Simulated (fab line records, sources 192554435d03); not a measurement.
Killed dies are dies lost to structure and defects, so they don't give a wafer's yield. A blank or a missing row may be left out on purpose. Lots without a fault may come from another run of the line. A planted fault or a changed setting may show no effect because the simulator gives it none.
fab line records | flow n5_finfet | part 2 of 2: steps 4 to 6 of 6
record lots=22 wafers=66 last_day=20
route steps=1938 shown BEOL_M4@1060
lots that met no fault: from a run of the same line without faults
start_h: hours from the record's first day to the start of the lot's first wafer shown | wait_h: hours since the lot's step before | " the same as in the row above | L1.1+2: a row that stands for several wafers | - no value, or no start given | * or withheld: withheld | < > ~ a bound
route shown NAME@n: a module of which the file shows steps, and the number in the route of the first | usual: mean/standard deviation of fault-free wafers | same: alike in all rows | chamber/n: place in a boat | sites: the reading at each site | _std_site: their standard deviation | _edge_site: outer sites' mean less inner sites' | radius_mm: how far each site lies from the wafer's centre | mask NAME#n: copy n | behind: the tool/chamber that last shaped the wafer | hold: why the lot was held/for how many hours/how that ended | device: the transistor (n, p or np) that didn't switch | end of line: the same wafers' tests at the end of the route | a step without rows: its recipe alone | killed: dies lost to structure and defects at the first sort, not the wafer's yield | map: a wafer's dies, x killed, . not, _ none there
set.NAME: the setting as run; set.NAME@STEP: as run at that earlier step | model.NAME: the simulator's own value behind a step, which no gauge read
steps of the route over a sample of lots; a table a step, a row a wafer
services: from which hour (start_h, from the record's first day; less than 0 if before it) a tool's chamber was out of use, for how many hours, and why
## steps
# step N5_BEOL_M4_ANNEAL_80
# recipe temp_c=400 time_s=240 ambient=vacuum
# usual heater_power_w=845/110 susceptor_temp_C_max=400.9/0.34
# columns lot.wafer tool chamber start_h wait_h heater_power_w susceptor_temp_C_max
L078.1 pvd_sputter-01 - 216.39 0.0 744 400.8
L078.3 " - " " 786 400.5
L078.5 " - " " 803 401.7
L074.2 pvd_sputter-03 - 218.63 0.0 867 400.7
L074.3 " - " " 796 401.1
L074.4 " - " " 1090 400.7
L075.1 pvd_sputter-03 - 224.78 0.0 836 401.0
L075.4 " - " " 792 401.5
L075.5 " - " " 836 401.0
L080.2 pvd_sputter-03 - 229.20 0.0 701 400.7
L080.4 " - " " 845 401.1
L080.6 " - " " 787 401.0
L079.3 pvd_sputter-01 - 229.36 0.0 727 400.9
L079.4 " - " " 866 401.1
L079.6 " - " " 741 401.0
L081.2 pvd_sputter-02 - 249.66 0.0 793 401.2
L081.3 " - " " 739 400.9
L081.5 " - " " 1072 401.1
L082.1 pvd_sputter-01 - 252.14 0.0 888 401.0
L082.4 " - " " 715 400.7
L082.6 " - " " 808 401.5
L083.1 pvd_sputter-01 - 253.98 0.0 784 401.5
L083.2 " - " " 790 400.4
L083.6 " - " " 800 400.3
L086.2 pvd_sputter-01 - 276.83 0.0 763 400.7
L086.3 " - " " 875 400.6
L086.4 " - " " 742 400.8
L084.2 pvd_sputter-02 - 281.58 0.0 891 401.0
L084.4 " - " " 811 400.8
L084.5 " - " " 893 401.3
L085.1 pvd_sputter-02 - 284.44 0.0 877 400.6
L085.3 " - " " 810 401.0
L085.6 " - " " 900 400.6
L087.3 pvd_sputter-01 - 288.56 0.0 906 400.7
L087.4 " - " " 798 400.7
L087.5 " - " " 799 401.8
L088.3 pvd_sputter-01 - 297.70 0.0 727 400.6
L088.5 " - " " 767 400.7
L088.6 " - " " 783 401.8
L089.1 pvd_sputter-02 - 302.59 0.0 1085 400.3
L089.3 " - " " 908 400.6
L089.4 " - " " 794 401.3
L091.3 pvd_sputter-03 - 305.84 0.0 797 400.8
L091.4 " - " " 842 400.8
L091.5 " - " " 766 401.0
L090.1 pvd_sputter-01 - 307.38 0.0 716 400.7
L090.2 " - " " 800 401.8
L090.6 " - " " 799 400.6
L093.3 pvd_sputter-01 - 314.49 0.0 714 400.9
L093.5 " - " " 731 401.1
L093.6 " - " " 896 401.0
L094.2 pvd_sputter-03 - 319.05 0.0 1081 400.7
L094.3 " - " " 698 400.7
L094.6 " - " " 798 401.1
L092.1 pvd_sputter-03 - 320.89 0.0 1058 400.7
L092.3 " - " " 775 400.9
L092.6 " - " " 677 400.9
L095.1 pvd_sputter-01 - 348.29 0.0 733 400.3
L095.2 " - " " 784 401.0
L095.3 " - " " 810 401.6
L096.1 pvd_sputter-02 - 351.75 0.0 881 401.3
L096.2 " - " " 790 400.7
L096.4 " - " " 1040 400.7
L097.3 pvd_sputter-02 - 378.54 0.0 828 400.5
L097.5 " - " " 901 400.8
L097.6 " - " " 1077 400.9
# step N5_BEOL_M4_SPUTTER_94
# recipe material=Cu target_thk_a=45 temp_c=-20 chamber_pressure_pa=0.07 power_w=withheld time_s=8.29
# usual chuck_gas_flow_sccm=1.25/0.05 throttle_valve_pct=29.7/0.95
# columns lot.wafer tool chamber start_h wait_h chuck_gas_flow_sccm throttle_valve_pct
L078.1 pvd_sputter-01 - 217.63 0.1 1.19 28.7
L078.3 " - " " 1.22 28.3
L078.5 " - " " 1.25 29.8
L074.2 pvd_sputter-03 - 219.87 0.1 1.26 30.1
L074.3 " - " " 1.22 31.4
L074.4 " - " " 1.27 29.2
L075.1 pvd_sputter-03 - 226.02 0.1 1.18 29.8
L075.4 " - " " 1.24 31.2
L075.5 " - " " 1.10 29.9
L080.2 pvd_sputter-03 - 230.44 0.1 1.26 29.9
L080.4 " - " " 1.24 29.9
L080.6 " - " " 1.22 31.1
L079.3 pvd_sputter-01 - 230.60 0.1 1.29 28.5
L079.4 " - " " 1.32 31.4
L079.6 " - " " 1.23 28.5
L081.2 pvd_sputter-02 - 250.90 0.1 1.32 28.4
L081.3 " - " " 1.35 29.4
L081.5 " - " " 1.20 29.9
L082.1 pvd_sputter-01 - 253.38 0.1 1.24 31.4
L082.4 " - " " 1.23 28.7
L082.6 " - " " 1.27 29.8
L083.1 pvd_sputter-01 - 255.22 0.1 1.28 30.1
L083.2 " - " " 1.28 28.5
L083.6 " - " " 1.25 28.8
L086.2 pvd_sputter-01 - 278.07 0.1 1.22 28.8
L086.3 " - " " 1.28 31.4
L086.4 " - " " 1.26 28.8
L084.2 pvd_sputter-02 - 282.82 0.1 1.29 29.4
L084.4 " - " " 1.23 28.7
L084.5 " - " " 1.30 29.5
L085.1 pvd_sputter-02 - 285.68 0.1 1.21 29.3
L085.3 " - " " 1.23 28.5
L085.6 " - " " 1.35 29.1
L087.3 pvd_sputter-01 - 289.80 0.1 1.26 31.6
L087.4 " - " " 1.29 28.4
L087.5 " - " " 1.16 30.1
L088.3 pvd_sputter-01 - 298.94 0.1 1.25 28.8
L088.5 " - " " 1.23 28.7
L088.6 " - " " 1.31 30.0
L089.1 pvd_sputter-02 - 303.83 0.1 1.22 29.8
L089.3 " - " " 1.26 29.2
L089.4 " - " " 1.38 28.4
L091.3 pvd_sputter-03 - 307.08 0.1 1.34 31.5
L091.4 " - " " 1.26 30.2
L091.5 " - " " 1.27 31.3
L090.1 pvd_sputter-01 - 308.62 0.1 1.21 28.5
L090.2 " - " " 1.24 30.2
L090.6 " - " " 1.27 28.9
L093.3 pvd_sputter-01 - 315.73 0.1 1.22 28.8
L093.5 " - " " 1.30 28.7
L093.6 " - " " 1.16 31.6
L094.2 pvd_sputter-03 - 320.29 0.1 1.33 29.0
L094.3 " - " " 1.21 29.8
L094.6 " - " " 1.27 31.3
L092.1 pvd_sputter-03 - 322.13 0.1 1.33 29.0
L092.3 " - " " 1.22 31.1
L092.6 " - " " 1.23 29.9
L095.1 pvd_sputter-01 - 349.53 0.1 1.37 28.5
L095.2 " - " " 1.20 28.8
L095.3 " - " " 1.25 30.0
L096.1 pvd_sputter-02 - 352.99 0.1 1.18 29.3
L096.2 " - " " 1.35 28.4
L096.4 " - " " 1.31 29.8
L097.3 pvd_sputter-02 - 379.78 0.1 1.27 28.6
L097.5 " - " " 1.24 29.4
L097.6 " - " " 1.23 29.9
# step N5_BEOL_M4_SPUTTER_96
# recipe material=Cu target_thk_a=45 temp_c=-20 chamber_pressure_pa=0.07 power_w=withheld time_s=8.29
# usual chuck_gas_flow_sccm=1.26/0.048 throttle_valve_pct=29.7/0.96
# columns lot.wafer tool chamber start_h wait_h chuck_gas_flow_sccm throttle_valve_pct
L078.1 pvd_sputter-01 - 217.85 0.1 1.28 28.7
L078.3 " - " " 1.31 28.6
L078.5 " - " " 1.26 29.9
L074.2 pvd_sputter-03 - 220.09 0.1 1.26 29.9
L074.3 " - " " 1.27 31.4
L074.4 " - " " 1.31 29.1
L075.1 pvd_sputter-03 - 226.24 0.1 1.27 30.1
L075.4 " - " " 1.17 31.3
L075.5 " - " " 1.18 29.7
L080.2 pvd_sputter-03 - 230.66 0.1 1.11 29.8
L080.4 " - " " 1.20 30.1
L080.6 " - " " 1.22 31.5
L079.3 pvd_sputter-01 - 230.82 0.1 1.32 28.6
L079.4 " - " " 1.27 31.5
L079.6 " - " " 1.30 28.6
L081.2 pvd_sputter-02 - 251.12 0.1 1.25 28.5
L081.3 " - " " 1.30 29.5
L081.5 " - " " 1.23 29.9
L082.1 pvd_sputter-01 - 253.60 0.1 1.27 31.7
L082.4 " - " " 1.31 28.9
L082.6 " - " " 1.30 30.1
L083.1 pvd_sputter-01 - 255.44 0.1 1.20 29.9
L083.2 " - " " 1.24 28.5
L083.6 " - " " 1.23 28.8
L086.2 pvd_sputter-01 - 278.29 0.1 1.25 28.6
L086.3 " - " " 1.23 31.2
L086.4 " - " " 1.34 28.7
L084.2 pvd_sputter-02 - 283.04 0.1 1.32 29.6
L084.4 " - " " 1.32 28.6
L084.5 " - " " 1.20 29.5
L085.1 pvd_sputter-02 - 285.90 0.1 1.21 29.6
L085.3 " - " " 1.29 28.8
L085.6 " - " " 1.17 29.6
L087.3 pvd_sputter-01 - 290.02 0.1 1.22 31.7
L087.4 " - " " 1.27 28.8
L087.5 " - " " 1.24 30.1
L088.3 pvd_sputter-01 - 299.16 0.1 1.28 28.4
L088.5 " - " " 1.25 28.9
L088.6 " - " " 1.35 30.1
L089.1 pvd_sputter-02 - 304.05 0.1 1.21 29.7
L089.3 " - " " 1.27 29.4
L089.4 " - " " 1.27 28.7
L091.3 pvd_sputter-03 - 307.30 0.1 1.27 31.3
L091.4 " - " " 1.28 30.2
L091.5 " - " " 1.30 31.9
L090.1 pvd_sputter-01 - 308.84 0.1 1.23 29.0
L090.2 " - " " 1.34 29.8
L090.6 " - " " 1.25 28.4
L093.3 pvd_sputter-01 - 315.95 0.1 1.22 28.4
L093.5 " - " " 1.26 28.9
L093.6 " - " " 1.34 31.8
L094.2 pvd_sputter-03 - 320.51 0.1 1.28 29.2
L094.3 " - " " 1.21 29.9
L094.6 " - " " 1.27 31.3
L092.1 pvd_sputter-03 - 322.35 0.1 1.25 29.1
L092.3 " - " " 1.25 31.5
L092.6 " - " " 1.22 30.0
L095.1 pvd_sputter-01 - 349.75 0.1 1.21 28.9
L095.2 " - " " 1.36 28.3
L095.3 " - " " 1.22 30.1
L096.1 pvd_sputter-02 - 353.21 0.1 1.25 29.2
L096.2 " - " " 1.31 28.2
L096.4 " - " " 1.30 30.0
L097.3 pvd_sputter-02 - 380.00 0.1 1.28 28.3
L097.5 " - " " 1.33 29.8
L097.6 " - " " 1.23 29.7
## services
# columns tool chamber start_h hours kind
rie_diel-02 2 187.41 4.7 repair
rie_diel-06 2 204.99 5.7 repair
rie_diel-02 0 209.63 4.7 repair
rie_diel-02 2 215.22 8.0 repair
rie_diel-02 2 223.32 - clean
rie_diel-02 2 223.32 - consumable_replace:focus_ring
rie_diel-02 2 223.32 17.2 scheduled_down
rie_diel-02 2 223.32 17.2 vent_cycle
rie_diel-03 2 232.24 9.5 repair
rie_diel-06 - 234.94 0.5 repair
rie_diel-03 3 245.80 5.4 repair
rie_diel-03 3 251.28 - clean
rie_diel-03 3 251.28 - consumable_replace:focus_ring
rie_diel-03 3 251.28 - consumable_replace:showerhead
rie_diel-03 3 251.28 21.2 scheduled_down
rie_diel-03 3 251.28 21.2 vent_cycle
rie_diel-02 1 279.22 - clean
rie_diel-02 1 279.22 - consumable_replace:focus_ring
rie_diel-02 1 279.22 16.4 scheduled_down
rie_diel-02 1 279.22 16.4 vent_cycle
rie_diel-02 - 336.28 0.6 repair
rie_diel-02 3 363.70 - clean
rie_diel-02 3 363.70 - consumable_replace:focus_ring
pvd_sputter-01 - 376.86 2.8 repair
